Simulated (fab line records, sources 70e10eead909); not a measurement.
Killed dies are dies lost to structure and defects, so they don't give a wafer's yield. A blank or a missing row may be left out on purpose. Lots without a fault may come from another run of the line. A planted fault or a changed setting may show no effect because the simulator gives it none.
A struck lot beside a sound one | flow nand_harc | 14 steps out of a route of 1302
Sound: wafers L317.3, L317.4, L317.6. Struck: wafers L322.1, L322.2, L322.6. The cause comes at the end.
At each step with rows: each side's tool, then ch and its chambers, then its first start. Under that, the readings that differ: sound wafers | struck wafers | difference of the means | sigmas: that difference in standard deviations of wafers without a fault.
alike: readings whose means differ by less than 2 such deviations, and words and numbers that are the same on both sides. not compared: withheld readings, readings that some wafer has no value for, bounds like >300 that may hide the same value, and numbers for which the record gives no deviation and whose values overlap.
The two part at a step that has a row with sigmas, a row that says differs or no value, or rows on one side only. Numbers that don't overlap but have no deviation are shown without sigmas and don't part them. A reading that every wafer of one side lacks parts them only if that side has two wafers or more.

first, 9 steps without rows for these wafers: NHARC_A_STAIRCASE_DEHYDRATE_176 (time 120 s); NHARC_A_STAIRCASE_HMDS_177 (time 30 s); NHARC_A_STAIRCASE_COAT_178; NHARC_A_STAIRCASE_SOFTBAKE_179 (time 170 s); NHARC_A_STAIRCASE_EBR_180; NHARC_A_STAIRCASE_EXPOSE_181 (exposes mask STAIR 2); NHARC_A_STAIRCASE_PEB_182 (peb time 130 s); NHARC_A_STAIRCASE_DEVELOP_183 (time 140 s); NHARC_A_STAIRCASE_HARDBAKE_185 (time 140 s).
NHARC_A_STAIRCASE_DESCUM_186: chemistry O2, time 3 s.
  sound on rie_diel-02 ch 0,1,3, day 21 00:22; struck on rie_diel-11 ch 0,1,3, day 23 17:31
  alike: drypump_motor_current_A, oes_product_au, rf_vpp_V, showerhead_plenum_p_Torr, throttle_valve_pct
  not compared: rf_hours_counter_h
NHARC_A_STAIRCASE_TRIM_187: chemistry O2, time 211.2 s.
  sound on rie_diel-02 ch 0,1,2, day 21 00:28; struck on rie_diel-11 ch 0,2, day 23 17:35
  alike: drypump_motor_current_A, oes_product_au, rf_vpp_V, showerhead_plenum_p_Torr, throttle_valve_pct
  not compared: rf_hours_counter_h
NHARC_A_STAIRCASE_ETCH_188: etches the open film in C4F8/O2, target depth 100 nm, time 40.5 s.
  sound on rie_diel-02 ch 0,1,3, day 21 00:36; struck on rie_diel-11 ch 0,3, day 23 17:45
  reading          | sound          | struck         | difference | sigmas
  run_length_s (s) | 61.4 61.6 62.3 | 59.5 59.0 59.9 | -2.3       | -5
  alike: oes_product_au, rf_vpp_V
  not compared: rf_hours_counter_h
NHARC_A_STAIRCASE_TRIM_189: chemistry O2, time 211.2 s.
  sound on rie_diel-02 ch 1,2,3; struck on rie_diel-11 ch 1,2
  reading               | sound             | struck            | difference | sigmas
  oes_product_au (a.u.) | 0.993 0.992 0.994 | 1.002 1.016 1.012 | +0.017     | +2
  alike: drypump_motor_current_A, rf_vpp_V, showerhead_plenum_p_Torr, throttle_valve_pct
  not compared: rf_hours_counter_h
-- the record jumps here: 9 days lie between the struck wafers' starts before and after (it left off in module A_STAIRCASE and takes up again in module END, whose first step shown is number 1302 of the route) --
NHARC_END_SORT_01:
  sound on prober-02 ch 0, day 29 11:59; struck on prober-01 ch 0, day 32 12:13
  reading     | sound | struck | difference | sigmas
  killed_open | 0 4 3 | 5 8    | +4         | +2
  alike: killed_at_array, killed_at_other, killed_at_periphery, killed_dies, killed_short

WHERE THEY PART
First at NHARC_A_STAIRCASE_ETCH_188; last, within this record, at NHARC_END_SORT_01.

WHY: what the simulator had put in
Process parameter drift: rie_diel-11, from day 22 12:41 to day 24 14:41, at NHARC_A_STAIRCASE_ETCH_188. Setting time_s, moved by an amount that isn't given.
